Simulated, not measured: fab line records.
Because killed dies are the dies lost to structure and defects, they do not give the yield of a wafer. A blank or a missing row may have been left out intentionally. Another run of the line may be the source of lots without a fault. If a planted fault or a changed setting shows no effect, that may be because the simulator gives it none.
fab line records | flow nand_harc
record: lots: 7 | wafers: 21 | last_day: 33
route steps=1302 shown THIN_TSV@1256 END@1302
lots with no fault: from the same line, run without faults
start_h: start of the lot's first displayed wafer, in hours after the record's first day | wait_h: how many hours have passed since the lot's step before this one | " repeats the value in the row above | L1.1+2: several wafers, shown together as one row | - no value, or no start was given | * or withheld: withheld | < > ~ a bound
route shown NAME@n: a module of which the file shows steps, and the number in the route of the first | usual: mean and standard deviation over wafers with no fault | same: alike in all rows | chamber/n: place in a boat | sites: readings site by site | _std_site: standard deviation across them | _edge_site: inner sites' mean taken away from outer sites' mean | radius_mm: for every site, how far away it sits from the centre of the wafer | mask NAME#n: copy n | behind: tool/chamber where the wafer was last shaped | hold: cause of the lot's hold/its duration in hours/its outcome | device: the n, p or np transistor that did not switch | end of line: the same wafers' tests at the end of the route | step lacking rows: just its recipe | killed: dies lost to structure and defects at the first sort, not the wafer's yield | map: shows each die of a wafer: x if killed, . if not, _ if none is there
set.NAME: the setting that was run; set.NAME@STEP: the one run at that earlier step | model.NAME: the simulator's own value behind a step, which no gauge read
lots at selected steps of the route; one table per step, one row per wafer
services: from which hour (start_h, from the record's first day; less than 0 if before it) a tool's chamber was out of use, for how many hours, and why
== steps ==
step: NHARC_THIN_TSV_EXPOSE_09
recipe: na: 0.55 | dose_mj: 30.7 | mask_id: TSV
step: NHARC_THIN_TSV_PEB_10
recipe: peb_temp_c: 118 | peb_time_s: 85
step: NHARC_THIN_TSV_DEVELOP_11
recipe: time_s: 70
step: NHARC_THIN_TSV_CD_MEAS_12
recipe: target_cd_nm: 1000 | landing_energy_ev: 500
usual: cd_nm: 1000.5/1.7
lot.wafer | tool      | chamber | start_h | wait_h | cd_nm
L361.2    | cd_sem-01 | 0       | 605.02  | -      | 996.9
L361.3    | "         | 0       | "       | "      | 999.2
L361.6    | "         | 0       | "       | "      | 1000.1
L364.1    | cd_sem-01 | 0       | 646.87  | -      | 1002.5
L364.3    | "         | 0       | "       | "      | 1003.3
L364.5    | "         | 0       | "       | "      | 1000.8
L366.1    | cd_sem-01 | 0       | 660.09  | -      | 1003.8
L366.4    | "         | 0       | "       | "      | 1001.7
L366.6    | "         | 0       | "       | "      | 1003.6
L367.1    | cd_sem-03 | 0       | 689.01  | -      | 1001.6
L367.4    | "         | 0       | "       | "      | 999.3
L367.6    | "         | 0       | "       | "      | 1001.0
L369.2    | cd_sem-03 | 0       | 697.88  | -      | 1002.2
L369.3    | "         | 0       | "       | "      | 1000.2
L369.4    | "         | 0       | "       | "      | 1002.6
L373.1    | cd_sem-02 | 0       | 759.05  | -      | 999.9
L373.2    | "         | 0       | "       | "      | 1000.1
L373.4    | "         | 0       | "       | "      | 1000.1
L376.1    | cd_sem-03 | 0       | 769.53  | -      | 1000.1
L376.4    | "         | 0       | "       | "      | 998.2
L376.6    | "         | 0       | "       | "      | 999.6
step: NHARC_THIN_TSV_HARDBAKE_13
recipe: temp_c: 125 | time_s: 80
step: NHARC_THIN_TSV_DESCUM_14
recipe: time_s: 3 | o2_flow_sccm: 200 | ar_flow_sccm: 0 | bias_power_w: 0 | chemistry: O2
usual: drypump_motor_current_A: 5.5/0.37 | oes_product_au: 0.999/0.0083 | rf_vpp_V: 57.8/0.89 | showerhead_plenum_p_Torr: 1.91/0.11 | throttle_valve_pct: 11.312/0.0087
lot.wafer | tool        | chamber | start_h | wait_h | drypump_motor_current_A | oes_product_au | rf_hours_counter_h | rf_vpp_V | showerhead_plenum_p_Torr | throttle_valve_pct
L361.3    | rie_diel-02 | 0       | 605.17  | -      | 5.1                     | 1.000          | 0.7                | 58.6     | 2.01                     | 11.312
L361.2    | "           | 2       | "       | "      | 5.7                     | 1.000          | 0.8                | 58.3     | 2.03                     | 11.308
L361.6    | "           | 0       | "       | "      | 5.1                     | 1.000          | -                  | 57.7     | 2.01                     | 11.300
L364.3    | rie_diel-02 | 3       | 647.03  | -      | 5.8                     | 0.986          | 4.4                | 57.8     | 2.06                     | 11.300
L364.1    | "           | 0       | "       | "      | 5.1                     | 0.991          | 4.1                | 59.3     | 2.01                     | 11.326
L364.5    | "           | 1       | "       | "      | 5.2                     | 0.994          | -                  | 57.1     | 1.99                     | 11.318
L366.1    | rie_diel-02 | 1       | 660.25  | -      | 5.2                     | 0.988          | 5.0                | 57.9     | 1.99                     | 11.316
L366.4    | "           | 3       | "       | "      | 5.8                     | 0.993          | 5.5                | 57.1     | 2.06                     | 11.301
L366.6    | "           | 1       | "       | "      | 5.2                     | 0.999          | -                  | 57.5     | 1.99                     | 11.309
L367.1    | rie_diel-02 | 1       | 689.18  | -      | 5.2                     | 1.008          | 6.5                | 58.5     | 1.99                     | 11.318
L367.4    | "           | 2       | "       | "      | 5.7                     | 1.014          | 4.9                | 57.9     | 2.03                     | 11.298
L367.6    | "           | 1       | "       | "      | 5.2                     | 1.006          | -                  | 58.3     | 1.99                     | 11.295
L369.4    | rie_diel-03 | 0       | 698.03  | -      | 5.3                     | 1.001          | 2.7                | 57.6     | 1.77                     | 11.322
L369.2    | "           | 1       | "       | "      | 6.1                     | 1.002          | 2.9                | 57.5     | 1.99                     | 11.305
L369.3    | "           | 2       | "       | "      | 5.5                     | 1.005          | 2.9                | 57.4     | 1.84                     | 11.311
L373.2    | rie_diel-02 | 2       | 759.22  | -      | 5.7                     | 1.011          | 0.1                | 56.8     | 2.02                     | 11.322
L373.1    | "           | 3       | "       | "      | 5.8                     | 0.998          | 0.0                | 59.4     | 2.06                     | 11.312
L373.4    | "           | 0       | "       | "      | 5.1                     | 0.980          | 0.0                | 57.4     | 2.00                     | 11.306
L376.4    | rie_diel-13 | 3       | 769.69  | -      | 6.3                     | 0.999          | 3.5                | 56.2     | 1.78                     | 11.328
L376.1    | "           | 2       | "       | "      | 5.0                     | 0.996          | 3.3                | 58.2     | 1.81                     | 11.305
L376.6    | "           | 0       | "       | "      | 5.5                     | 0.992          | -                  | 57.8     | 1.85                     | 11.306
step: NHARC_THIN_TSV_ETCH_44
recipe: target_depth_a: 15942 | time_s: 797.1 | cf4_flow_sccm: 150 | o2_flow_sccm: 10 | ar_flow_sccm: 0 | rf_w: 300 | bias_w: 800 | chemistry: CF4/O2
usual: drypump_motor_current_A: 5.5/0.39 | oes_product_au: 0.998/0.0091 | rf_vpp_V: 794/6 | showerhead_plenum_p_Torr: 1.83/0.096 | throttle_valve_pct: 16.914/0.009
lot.wafer | tool        | chamber | start_h | wait_h | drypump_motor_current_A | oes_product_au | rf_hours_counter_h | rf_vpp_V | showerhead_plenum_p_Torr | throttle_valve_pct
L361.3    | rie_diel-02 | 3       | 605.26  | 0.1    | 5.8                     | 0.994          | 0.9                | 802      | 1.96                     | 16.905
L361.2    | "           | 2       | "       | "      | 5.7                     | 0.993          | 0.9                | 803      | 1.93                     | 16.916
L361.6    | "           | 3       | "       | "      | 5.8                     | 1.006          | -                  | 804      | 1.96                     | 16.919
L364.1    | rie_diel-02 | 0       | 647.13  | 0.1    | 5.1                     | 0.992          | 4.2                | 798      | 1.91                     | 16.921
L364.3    | "           | 3       | "       | "      | 5.8                     | 0.988          | 4.5                | 802      | 1.96                     | 16.923
L364.5    | "           | 1       | "       | "      | 5.3                     | 0.990          | -                  | 799      | 1.90                     | 16.915
L366.4    | rie_diel-02 | 1       | 660.39  | 0.1    | 5.2                     | 0.988          | 5.1                | 798      | 1.90                     | 16.917
L366.1    | "           | 2       | "       | "      | 5.7                     | 0.990          | 3.7                | 800      | 1.93                     | 16.926
L366.6    | "           | 1       | "       | "      | 5.2                     | 0.995          | -                  | 800      | 1.90                     | 16.910
L367.4    | rie_diel-02 | 1       | 689.26  | 0.1    | 5.2                     | 1.001          | 6.7                | 799      | 1.90                     | 16.915
L367.1    | "           | 3       | "       | "      | 5.8                     | 0.993          | 7.1                | 803      | 1.96                     | 16.913
L367.6    | "           | 2       | "       | "      | 5.7                     | 1.004          | -                  | 799      | 1.93                     | 16.913
L369.3    | rie_diel-03 | 1       | 698.12  | 0.1    | 6.1                     | 0.986          | 3.0                | 798      | 1.90                     | 16.919
L369.4    | "           | 2       | "       | "      | 5.5                     | 1.001          | 3.0                | 791      | 1.77                     | 16.907
L369.2    | "           | 3       | "       | "      | 5.8                     | 1.015          | 2.8                | 787      | 1.71                     | 16.917
L373.1    | rie_diel-02 | 3       | 759.30  | 0.1    | 5.8                     | 1.000          | 0.1                | 802      | 1.96                     | 16.917
L373.4    | "           | 0       | "       | "      | 5.1                     | 0.980          | 0.1                | 801      | 1.91                     | 16.915
L373.2    | "           | 1       | "       | "      | 5.2                     | 0.994          | 0.2                | 799      | 1.90                     | 16.920
L376.1    | rie_diel-13 | 3       | 769.77  | 0.1    | 6.2                     | 1.008          | 3.6                | 787      | 1.71                     | 16.901
L376.4    | "           | 2       | "       | "      | 5.1                     | 1.005          | 3.4                | 788      | 1.74                     | 16.892
L376.6    | "           | 3       | "       | "      | 6.2                     | 1.016          | -                  | 787      | 1.71                     | 16.932
step: NHARC_THIN_TSV_ETCH_15
recipe: target_depth_a: 30000 | bosch_target_overetch_cycles: 2 | bosch_etch_step_s: 2.8 | bosch_dep_step_s: 1.2 | bosch_cycles: 14
usual: drypump_motor_current_A: 5.8/0.53
lot.wafer | tool      | chamber | start_h | wait_h | drypump_motor_current_A | rf_hours_counter_h
L361.3    | rie_si-01 | 3       | 605.83  | -      | 5.9                     | 0.25
L361.2    | "         | 2       | "       | "      | 5.8                     | 0.18
L361.6    | "         | 3       | "       | "      | 5.9                     | -
L364.3    | rie_si-06 | 2       | 647.84  | -      | 5.7                     | 0.19
L364.1    | "         | 0       | "       | "      | 6.0                     | 0.25
L364.5    | "         | 2       | "       | "      | 5.7                     | -
L366.1    | rie_si-01 | 3       | 660.93  | -      | 5.9                     | 0.55
L366.4    | "         | 2       | "       | "      | 5.8                     | -
L366.6    | "         | 3       | "       | "      | 5.9                     | -
L367.1    | rie_si-01 | 3       | 689.85  | -      | 5.9                     | 0.82
L367.4    | "         | 0       | "       | "      | 6.1                     | 0.63
L367.6    | "         | 1       | "       | "      | 6.1                     | -
L369.2    | rie_si-05 | 0       | 698.70  | -      | 5.3                     | 0.22
L369.3    | "         | 1       | "       | "      | 6.8                     | 0.21
L369.4    | "         | 2       | "       | "      | 5.4                     | 0.15
L373.1    | rie_si-06 | 0       | 759.87  | -      | 6.0                     | 0.86
L373.2    | "         | 1       | "       | "      | 4.8                     | 0.92
L373.4    | "         | 3       | "       | "      | 6.3                     | 0.72
L376.4    | rie_si-05 | 3       | 770.35  | -      | 5.6                     | 0.56
L376.1    | "         | 2       | "       | "      | 5.4                     | 0.62
L376.6    | "         | 0       | "       | "      | 5.2                     | -
step: NHARC_THIN_TSV_CD_MEAS_16
usual: cd_nm: 1000.5/1.8
lot.wafer | tool      | chamber | start_h | wait_h | cd_nm
L361.2    | cd_sem-01 | -       | 605.98  | 0.1    | 997.8
L361.3    | "         | -       | "       | "      | 999.2
L361.6    | "         | -       | "       | "      | 1001.0
L364.1    | cd_sem-03 | -       | 647.97  | 0.1    | 1004.0
L364.3    | "         | -       | "       | "      | 1002.8
L364.5    | "         | -       | "       | "      | 1000.3
L366.1    | cd_sem-02 | -       | 661.08  | 0.1    | 1003.9
L366.4    | "         | -       | "       | "      | 1001.5
L366.6    | "         | -       | "       | "      | 1003.1
L367.1    | cd_sem-03 | -       | 689.97  | 0.1    | 1000.9
L367.4    | "         | -       | "       | "      | 999.2
L367.6    | "         | -       | "       | "      | 1001.0
L369.2    | cd_sem-02 | -       | 698.84  | 0.1    | 1001.6
L369.3    | "         | -       | "       | "      | 1000.2
L369.4    | "         | -       | "       | "      | 1001.5
L373.1    | cd_sem-01 | -       | 760.01  | 0.1    | 999.0
L373.2    | "         | -       | "       | "      | 999.7
L373.4    | "         | -       | "       | "      | 999.7
L376.1    | cd_sem-02 | -       | 770.49  | 0.1    | 1000.4
L376.4    | "         | -       | "       | "      | 997.4
L376.6    | "         | -       | "       | "      | 999.6
step: NHARC_THIN_TSV_STRIP_45
recipe: power_w: 1500 | temp_c: 250 | chemistry: O2
usual: drypump_motor_current_A: 5.5/0.53 | heater_power_w: 342/14
lot.wafer | tool            | chamber | start_h | wait_h | drypump_motor_current_A | heater_power_w | rf_hours_counter_h
L361.2    | plasma_asher-01 | 1       | 606.55  | 0.6    | 6.1                     | 362            | 16
L361.3    | "               | 0       | "       | "      | 5.7                     | 324            | -
L361.6    | "               | 0       | "       | "      | 5.7                     | 323            | -
L364.1    | plasma_asher-01 | 1       | 648.04  | 0.1    | 6.1                     | 359            | 24
L364.3    | "               | 0       | "       | "      | 5.7                     | 326            | -
L364.5    | "               | 1       | "       | "      | 6.1                     | 366            | -
L366.1    | plasma_asher-01 | 1       | 661.38  | 0.3    | 6.2                     | 363            | 27
L366.4    | "               | 0       | "       | "      | 5.7                     | 334            | -
L366.6    | "               | 1       | "       | "      | 6.2                     | 359            | -
L367.1    | plasma_asher-01 | 1       | 690.09  | 0.1    | 6.1                     | 368            | 30
L367.4    | "               | 1       | "       | "      | 6.1                     | 364            | -
L367.6    | "               | 1       | "       | "      | 6.2                     | 349            | -
L369.2    | plasma_asher-02 | 0       | 698.95  | 0.1    | 4.8                     | 342            | 17
L369.3    | "               | 1       | "       | "      | 5.2                     | 327            | -
L369.4    | "               | 0       | "       | "      | 4.8                     | 349            | -
L373.2    | plasma_asher-02 | 0       | 760.09  | 0.1    | 4.8                     | 346            | 31
L373.1    | "               | 1       | "       | "      | 5.2                     | 331            | 31
L373.4    | "               | 1       | "       | "      | 5.2                     | 335            | -
L376.1    | plasma_asher-02 | 0       | 770.57  | 0.1    | 4.8                     | 355            | 34
L376.4    | "               | 1       | "       | "      | 5.2                     | 334            | -
L376.6    | "               | 0       | "       | "      | 4.8                     | 344            | -
step: NHARC_THIN_TSV_STRIP_46
recipe: time_s: 1200 | temp_c: 72.5 | chemistry: post_etch_residue_remover
step: NHARC_THIN_TSV_DEP_47
recipe: target_thk_a: 2000 | temp_c: withheld | pressure_torr: 6.5 | rf_w: 900 | teos_flow_sccm: 161.4 | flow_sccm: 2650 | target_thk_nm: 200 | gas: O2 | material: SiO2
step: NHARC_THIN_TSV_ETCHBACK_48
recipe: target_depth_a: 10285 | over_etch_frac: 0.3 | time_s: 405.17 | ion_energy_ev: 250 | c4f8_flow_sccm: withheld | ar_flow_sccm: withheld | rf_w: 600 | bias_w: 300 | chemistry: C4F8/Ar
usual: oes_product_au: 0.931/0.02 | over_etch_frac: 0.3/0 | rf_vpp_V: 547/4.1
lot.wafer | tool        | chamber | start_h | wait_h | oes_product_au | over_etch_frac | rf_hours_counter_h | rf_vpp_V
L361.3    | rie_diel-13 | 3       | 607.69  | -      | 0.929          | 0.3            | 6.1                | 542
L361.2    | "           | 0       | "       | "      | 0.914          | 0.3            | 4.9                | 543
L361.6    | "           | 0       | "       | "      | 0.911          | 0.3            | -                  | 544
L364.1    | rie_diel-02 | 3       | 649.24  | -      | 0.966          | 0.3            | 5.1                | 552
L364.3    | "           | 1       | "       | "      | 0.957          | 0.3            | 4.7                | 549
L364.5    | "           | 1       | "       | "      | 0.958          | 0.3            | -                  | 550
L366.1    | rie_diel-02 | 0       | 662.62  | -      | 0.961          | 0.25692        | 5.7                | 550
L366.4    | "           | 1       | "       | "      | 0.958          | 0.25692        | 5.5                | 550
L366.6    | "           | 3       | "       | "      | 0.974          | 0.25692        | -                  | 553
L367.1    | rie_diel-02 | 2       | 691.32  | -      | 0.943          | 0.25692        | 5.4                | 551
L367.4    | "           | 3       | "       | "      | 0.920          | 0.25692        | 7.3                | 551
L367.6    | "           | 0       | "       | "      | 0.912          | 0.25692        | -                  | 549
L369.2    | rie_diel-02 | 3       | 700.11  | -      | 0.923          | 0.25692        | 7.5                | 552
L369.3    | "           | 0       | "       | "      | 0.901          | 0.25692        | 7.7                | 550
L369.4    | "           | 1       | "       | "      | 0.917          | 0.25692        | 7.4                | 551
L373.4    | rie_diel-13 | 1       | 761.28  | -      | 0.926          | 0.3            | 3.2                | 543
L373.2    | "           | 2       | "       | "      | 0.925          | 0.3            | 3.0                | 542
L373.1    | "           | 3       | "       | "      | 0.923          | 0.3            | 3.3                | 542
L376.4    | rie_diel-13 | 0       | 771.80  | -      | 0.932          | 0.3            | 4.4                | 543
L376.1    | "           | 2       | "       | "      | 0.927          | 0.3            | 3.9                | 542
L376.6    | "           | 1       | "       | "      | 0.930          | 0.3            | -                  | 543
step: NHARC_THIN_TSV_STRIP_62
recipe: power_w: 1500 | temp_c: 250 | time_s: 20 | chemistry: N2/H2
usual: drypump_motor_current_A: 5.5/0.53 | heater_power_w: 341/14
lot.wafer | tool            | chamber | start_h | wait_h | drypump_motor_current_A | heater_power_w | rf_hours_counter_h
L361.2    | plasma_asher-01 | 1       | 608.05  | -      | 6.1                     | 361            | 17
L361.3    | "               | 1       | "       | "      | 6.1                     | 365            | -
L361.6    | "               | 0       | "       | "      | 5.7                     | 324            | -
L364.1    | plasma_asher-01 | 0       | 649.69  | -      | 5.7                     | 322            | 25
L364.3    | "               | 1       | "       | "      | 6.2                     | 361            | -
L364.5    | "               | 1       | "       | "      | 6.2                     | 357            | -
L366.1    | plasma_asher-01 | 1       | 662.95  | -      | 6.2                     | 365            | 27
L366.4    | "               | 1       | "       | "      | 6.2                     | 354            | -
L366.6    | "               | 1       | "       | "      | 6.2                     | 348            | -
L367.1    | plasma_asher-01 | 0       | 692.48  | -      | 5.7                     | 325            | 32
L367.4    | "               | 0       | "       | "      | 5.7                     | 326            | -
L367.6    | "               | 1       | "       | "      | 6.2                     | 361            | -
L369.2    | plasma_asher-02 | 0       | 700.76  | -      | 4.8                     | 341            | 18
L369.4    | "               | 1       | "       | "      | 5.2                     | 343            | -
L369.3    | "               | 0       | "       | "      | 4.8                     | 345            | -
L373.2    | plasma_asher-02 | 0       | 761.64  | -      | 4.8                     | 344            | 32
L373.1    | "               | 1       | "       | "      | 5.2                     | 327            | 32
L373.4    | "               | 0       | "       | "      | 4.7                     | 343            | -
L376.1    | plasma_asher-01 | 0       | 772.19  | -      | 5.7                     | 345            | 11
L376.4    | "               | 0       | "       | "      | 5.7                     | 339            | -
L376.6    | "               | 0       | "       | "      | 5.7                     | 342            | -
step: NHARC_END_SORT_01
recipe: temp_c: 25
usual: defect_limited_yield: 90/3.4 | killed_at_array: 62/22 | killed_at_other: 1.0/1.4 | killed_at_periphery: 4.2/2.8 | killed_dies: 67/23 | killed_open: 3.1/1.7 | killed_short: 2.1/1.5
same: gross_dies: 677
lot.wafer | tool      | chamber | start_h | wait_h | defect_limited_yield[%] | killed_at_array | killed_at_other | killed_at_periphery | killed_dies | killed_open | killed_short
L361.2    | prober-02 | 0       | 621.46  | 2.8    | 85                      | 92              | 0               | 11                  | 103         | 5           | 1
L361.3    | prober-02 | 0       | 622.27  | 3.1    | 84                      | 102             | 0               | 6                   | 108         | 7           | 1
L361.6    | prober-02 | 0       | 624.68  | 4.0    | 89                      | 71              | 0               | 6                   | 77          | 4           | 3
L364.1    | prober-02 | 0       | 661.64  | 2.5    | 90                      | 62              | 0               | 3                   | 65          | 1           | 1
L364.3    | prober-02 | 0       | 663.25  | 3.1    | 92                      | 55              | 0               | 2                   | 57          | 2           | 3
L364.5    | prober-02 | 0       | 664.85  | 3.7    | 90                      | 61              | 2               | 2                   | 65          | 4           | 2
L369.2    | prober-01 | 0       | 715.04  | 2.8    | 88                      | 68              | 2               | 8                   | 78          | 2           | 3
L369.3    | prober-01 | 0       | 715.83  | 3.1    | 89                      | 72              | 1               | 2                   | 75          | 3           | 3
L369.4    | prober-01 | 0       | 716.63  | 3.4    | 88                      | 82              | 0               | 2                   | 84          | 4           | 3
L373.1    | prober-02 | 0       | 773.93  | 2.5    | 92                      | 52              | 1               | 3                   | 56          | 4           | 4
L373.2    | prober-02 | 0       | 774.72  | 2.8    | 91                      | 47              | 5               | 6                   | 58          | 5           | 4
L373.4    | prober-02 | 0       | 776.30  | 3.4    | 89                      | 65              | 3               | 5                   | 73          | 4           | 2
killed by level:class
L361.2 A_CHANNEL_HOLE_D1:chamber_film_flake=32 A_SLIT:chamber_film_flake=26 A_CHANNEL_HOLE_D2:chamber_film_flake=25 P_M0:chamber_film_flake=8 A_CONTACT:chamber_film_flake=3 A_CHANNEL_FILL_D1:geometric_particle:open=2 P_M0:geometric_particle:open=1 A_ONON_D1:geometric_particle:open=1
L361.3 A_CHANNEL_HOLE_D2:chamber_film_flake=31 A_SLIT:chamber_film_flake=30 A_CHANNEL_HOLE_D1:chamber_film_flake=29 A_ZERO_WELL:chamber_film_flake=3 P_GATE:chamber_film_flake=2 A_CONTACT:chamber_film_flake=2 P_STI:geometric_particle:open=1 P_GATE:geometric_particle:open=1
L361.6 A_SLIT:chamber_film_flake=29 A_CHANNEL_HOLE_D1:chamber_film_flake=21 A_CHANNEL_HOLE_D2:chamber_film_flake=15 A_CONTACT:chamber_film_flake=2 P_STI:geometric_particle:open=1 P_M0:geometric_particle:short=1 P_M0:geometric_particle:open=1 P_M1:geometric_particle:open=1
L364.1 A_CHANNEL_HOLE_D1:chamber_film_flake=30 A_CHANNEL_HOLE_D2:chamber_film_flake=21 A_CONTACT:chamber_film_flake=6 A_DECK1_JOINT:chamber_film_flake=2 P_CONTACT:geometric_particle:open=1 A_WL_FILL:geometric_particle:short=1 P_STI:chamber_film_flake=1 P_CONTACT:chamber_film_flake=1
L364.3 A_CHANNEL_HOLE_D1:chamber_film_flake=24 A_CHANNEL_HOLE_D2:chamber_film_flake=18 A_CONTACT:chamber_film_flake=4 A_DECK1_JOINT:chamber_film_flake=2 A_WL_FILL:chamber_film_flake=2 A_DECK1_JOINT:geometric_particle:short=1 A_ONON_D2:geometric_particle:short=1 A_CHANNEL_HOLE_D2:geometric_particle:open=1
L364.5 A_CHANNEL_HOLE_D1:chamber_film_flake=30 A_CHANNEL_HOLE_D2:chamber_film_flake=13 A_STAIRCASE:chamber_film_flake=4 A_CONTACT:chamber_film_flake=4 A_M1:chamber_film_flake=2 THIN_TSV:chamber_film_flake=2 P_M1:geometric_particle:open=1 A_CHANNEL_FILL_D1:geometric_particle:short=1
L369.2 A_SLIT:chamber_film_flake=31 A_CHANNEL_HOLE_D1:chamber_film_flake=25 A_CONTACT:chamber_film_flake=6 P_BONDPAD:chamber_film_flake=4 P_GATE:geometric_particle:short=1 P_CONTACT:geometric_particle:open=1 P_M0:geometric_particle:open=1 A_ONON_D1:geometric_particle:short=1
L369.3 A_CHANNEL_HOLE_D1:chamber_film_flake=28 A_SLIT:chamber_film_flake=28 A_CONTACT:chamber_film_flake=7 A_CHANNEL_FILL_D1:geometric_particle:short=2 A_DECK1_JOINT:chamber_film_flake=2 A_WL_FILL:chamber_film_flake=2 P_GATE:geometric_particle:open=1 A_SOURCE_PLATE:geometric_particle:open=1
L369.4 A_SLIT:chamber_film_flake=38 A_CHANNEL_HOLE_D1:chamber_film_flake=30 A_STAIRCASE:chamber_film_flake=3 A_CONTACT:chamber_film_flake=3 A_M0:geometric_particle:open=2 P_BONDPAD:chamber_film_flake=2 A_ONON_D1:geometric_particle:short=1 A_CHANNEL_HOLE_D1:geometric_particle:open=1
L373.1 A_CHANNEL_HOLE_D2:chamber_film_flake=19 A_CHANNEL_HOLE_D1:chamber_film_flake=12 A_SLIT:chamber_film_flake=8 A_ZERO_WELL:chamber_film_flake=2 A_CHANNEL_FILL_D1:chamber_film_flake=2 A_DECK1_JOINT:chamber_film_flake=2 P_CONTACT:geometric_particle:open=1 P_CONTACT:geometric_particle:short=1
L373.2 A_CHANNEL_HOLE_D2:chamber_film_flake=15 A_CHANNEL_HOLE_D1:chamber_film_flake=11 THIN_TSV:chamber_film_flake=5 A_ZERO_WELL:chamber_film_flake=4 A_STAIRCASE:chamber_film_flake=3 A_SLIT:chamber_film_flake=3 P_STI:chamber_film_flake=2 A_CHANNEL_FILL_D1:chamber_film_flake=2
L373.4 A_CHANNEL_HOLE_D2:chamber_film_flake=28 A_CHANNEL_HOLE_D1:chamber_film_flake=15 A_SLIT:chamber_film_flake=7 A_ZERO_WELL:chamber_film_flake=3 A_STAIRCASE:chamber_film_flake=3 A_M0:geometric_particle:open=2 P_GATE:chamber_film_flake=2 A_DECK1_JOINT:chamber_film_flake=2
== services ==
tool            | chamber | start_h | hours | kind
rie_diel-03     | 1       | 593.15  | 6.6   | repair
rie_si-06       | -       | 603.00  | 9.0   | pm
plasma_asher-02 | -       | 603.08  | 9.0   | pm
rie_diel-03     | 1       | 605.08  | 8.9   | repair
plasma_asher-01 | -       | 605.83  | 0.4   | repair
rie_diel-13     | 1       | 610.55  | 9.0   | repair
rie_diel-02     | 1       | 623.55  | 5.7   | repair
rie_diel-03     | -       | 635.30  | 9.0   | pm
rie_si-01       | 2       | 639.87  | 1.2   | repair
rie_diel-02     | 2       | 642.31  | 16.2  | repair
rie_si-05       | 0       | 642.40  | 6.6   | repair
rie_si-01       | 0       | 658.71  | 6.4   | repair
rie_si-05       | -       | 659.00  | 9.0   | pm
rie_si-06       | -       | 659.91  | 1.7   | repair
plasma_asher-02 | -       | 691.04  | 3.2   | repair
rie_diel-13     | -       | 696.00  | 9.0   | pm
plasma_asher-01 | -       | 696.79  | 9.0   | pm
rie_diel-13     | 2       | 708.44  | 4.5   | repair
rie_si-01       | -       | 724.00  | 9.0   | pm
rie_diel-02     | -       | 727.16  | 1.3   | repair
rie_si-01       | 1       | 745.94  | 4.0   | repair
rie_diel-02     | -       | 747.76  | 9.0   | pm
plasma_asher-01 | -       | 754.64  | 11.4  | repair
rie_diel-02     | 3       | 769.33  | 23.3  | repair
== key ==
first_sign: step: NHARC_THIN_TSV_ETCHBACK_48 | reading: over_etch_frac | direction: down | sigmas: 99+ | usual: 0.3 | struck: 0.25692
effect none on later readings
met_at NHARC_THIN_TSV_ETCHBACK_48
struck_wafers L366.1,L366.4,L366.6,L367.1,L367.4,L367.6,L369.2,L369.3,L369.4
onset_between 649.24 662.62
fault: kind: process_parameter_drift | tool: rie_diel-02 | chamber: - | onset_h: 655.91 | steps: NHARC_THIN_TSV_ETCHBACK_48 | channel: over_etch_frac | offset: -0.043079 | shape: step | end_h: 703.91 | acts_in: these_recipes_only | stated: 0.3
